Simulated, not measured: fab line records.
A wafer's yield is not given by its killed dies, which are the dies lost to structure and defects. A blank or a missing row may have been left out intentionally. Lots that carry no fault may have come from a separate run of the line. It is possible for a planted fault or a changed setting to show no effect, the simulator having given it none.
Chamber matching + flow nandHarc + cmp-03 running NHARC_P_CONTACT_CMP_01: 4 sister chambers
The step polishes SiO2, target thk 200 nm. 14 wafers are shown with their chamber, then 7 later ones without.

WAFERS WITH THEIR CHAMBER
| wafer  | chamber | motorCurrentA (A) |
|--------|---------|-------------------|
| L934.1 | 1       | 12.8              |
| L934.5 | 3       | 11.4              |
| L934.6 | 0       | 12.1              |
| L936.1 | 1       | 12.8              |
| L936.2 | 2       | 12.7              |
| L936.4 | 0       | 11.4              |
| L937.1 | 1       | 14.0              |
| L937.2 | 0       | 11.6              |
| L937.6 | 1       | 13.0              |
| L938.1 | 2       | 12.9              |
| L938.3 | 3       | 11.0              |
| L938.6 | 2       | 12.7              |
| L943.1 | 3       | 11.4              |
| L943.4 | 1       | 13.2              |

SIGNATURES (averages over the wafers above)
| reading       | chamber 0 | chamber 1 | chamber 2 | chamber 3 | scatter within a chamber |
|---------------|-----------|-----------|-----------|-----------|--------------------------|
| motorCurrentA | 11.700    | 13.160    | 12.767    | 11.267    | 0.372                    |
Rule: a wafer's distance from a chamber is the root of the sum, over the readings, of the square of ((its reading less the chamber's mean) divided by the reading's scatter). If the next closest chamber is less than 2 further off than the closest, the wafer can't be placed; otherwise it belongs to the closest. The scatter: take each reading less its chamber's mean, square it, sum over the shown wafers, divide by the number of wafers less the number of chambers, and take the root.

WAFERS WHOSE CHAMBER IS MISSING
| wafer  | motorCurrentA (A) |
|--------|-------------------|
| L943.6 | 13.5              |
| L944.1 | 12.7              |
| L944.5 | 11.7              |
| L944.6 | 11.2              |
| L955.1 | 11.6              |
| L955.2 | 13.6              |
| L955.4 | 12.6              |

WHICH CHAMBER EACH ONE RAN IN
| wafer  | from the rows above          | in truth |
|--------|------------------------------|----------|
| L943.6 | can't be placed: 1 or 2      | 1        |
| L944.1 | can't be placed: 2 or 1      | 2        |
| L944.5 | can't be placed: 0 or 3      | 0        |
| L944.6 | can't be placed: 3 or 0      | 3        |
| L955.1 | can't be placed: 0 or 3      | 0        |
| L955.2 | can't be placed: 1 or 2      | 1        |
| L955.4 | can't be placed: 2 or 1 or 0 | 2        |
0 of 7 placed correctly. From these rows, 7 cannot be placed; in 7 the true chamber is one of the candidates. Number placed wrongly: 0.
